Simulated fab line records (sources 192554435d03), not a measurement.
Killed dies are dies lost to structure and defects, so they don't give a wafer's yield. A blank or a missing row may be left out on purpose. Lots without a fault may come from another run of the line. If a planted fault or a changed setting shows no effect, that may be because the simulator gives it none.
Code-filled problem report in 8D (eight disciplines) form || flow n5-finfet || the parts of the form that need people (team, actions taken, sign-off) are left out

== 1. WHAT WENT WRONG ==
killed_at_M4_up at N5_PASSIVATION_PROBE_49 reads a mean of 92 on 2 wafers of 2 lots; wafers without a fault read 12 with a standard deviation of 4.7. That is +17 standard deviations from the usual mean.
The first sign was on wafer L269.2 at day 15 23:38, on prober-02. The record has a number at this step for 15 wafers belonging to 5 lots. Rule for "out", or "out of limits": more than 4 standard deviations from the usual mean. All remaining wafers that have a number are taken as sound.

== 2. WHAT THIS IS AND IS NOT ==
{"question": "which readings at this step", "is": "killed_at_M4_up, sort_bin_5_function", "is not": "killed_at_M0_to_M3, killed-at-contacts, killed-at-front-end, killed-at-other, killed-open, killed-short, sort_bin_4_leakage, sort_bin_6_memory, sort_bin_8_speed"}
{"question": "which lots", "is": "L268, L269", "is not": "L259, L264, L278"}
{"question": "which wafers of those lots", "is": "L268.5, L269.2", "is not": "L268.1, L268.4, L269.4, L269.6"}
{"question": "read on which tools", "is": "prober-01, prober-02", "is not": "-"}
{"question": "when", "is": "from day 15 23:38", "is not": "up to then (6 sound wafers); but 7 sound wafers of L268, L269, L278 came after"}

== 3. WHAT RULES OUT EACH SUSPECT ==
Counting: any tool at a process step up to the reading remains a suspect provided it ran every lot that is out. Sound lots after the first of them don't rule it out here, since some wafers of a struck lot are sound.
- wet-bench-06 at N5_BEOL_M12_PRECLEAN_39 (cleans in residue remover, time 60 s): kept. Every lot that is out went through it, the first being L269 (day 14 08:32); the last sound lot it ran before that was L259 (day 11 18:12).
- rie-diel-06 at N5_PASSIVATION_STRIP_48 (strips in O2): kept. Every lot that is out went through it, the first being L269 (day 15 20:11); the last sound lot it ran before that was L264 (day 14 11:08).
Left after counting: wet-bench-06 at N5_BEOL_M12_PRECLEAN_39, rie-diel-06 at N5_PASSIVATION_STRIP_48.

== 4. THE CAUSE (what the simulator had put in) ==
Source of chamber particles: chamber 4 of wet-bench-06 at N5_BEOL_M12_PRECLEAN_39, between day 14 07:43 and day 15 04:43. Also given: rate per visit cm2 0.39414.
2 suspects survive the count, and this tool is in that group.

== 5. THE EFFECT CHAIN, in route order ==
Each row: a reading whose mean over the struck wafers that have a number lies more than 3 standard deviations from the usual. Only readings for which the record gives a usual standard deviation are gone through. hours: the time from each lot's start at the first step in this table that gives one to its start at this step, as a median over the lots. sigmas: the change in usual standard deviations.
{"hours": 0, "step": "N5_PASSIVATION_PROBE_49", "reading": "defect-limited-yield", "usual": "91.4 %", "on struck wafers": 85.8, "change": -5.6, "sigmas": -3.5}
{"hours": 0, "step": "N5_PASSIVATION_PROBE_49", "reading": "killed_at_M4_up", "usual": 12, "on struck wafers": 92, "change": "+80", "sigmas": "+17"}
{"hours": 0, "step": "N5_PASSIVATION_PROBE_49", "reading": "killed-dies", "usual": 102, "on struck wafers": 168, "change": "+66", "sigmas": "+3.6"}
{"hours": 0, "step": "N5_PASSIVATION_PROBE_49", "reading": "sort_bin_5_function", "usual": "5.1 %", "on struck wafers": 9.2, "change": "+4.1", "sigmas": "+4.3"}
{"hours": 0, "step": "N5_PASSIVATION_PROBE_49", "reading": "sort-n-pass", "usual": 1078, "on struck wafers": 1012, "change": -66, "sigmas": -3.3}
{"hours": 0, "step": "N5_PASSIVATION_PROBE_49", "reading": "sort-yield-pct", "usual": "91.3 %", "on struck wafers": 85.8, "change": -5.5, "sigmas": -3.2}
It contains these process steps:
- N5_PASSIVATION_PROBE_49

== 6. WHAT WOULD HAVE CAUGHT IT SOONER ==
The fault began at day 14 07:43; the first out-of-limits reading in this record came at day 15 23:38, 40 hours later.
The start of N5_BEOL_M12_PRECLEAN_39 on wet-bench-06 came by day 15 23:38 for every one of the lots that are out (2). Holding the tool at that point would not have protected any of them.
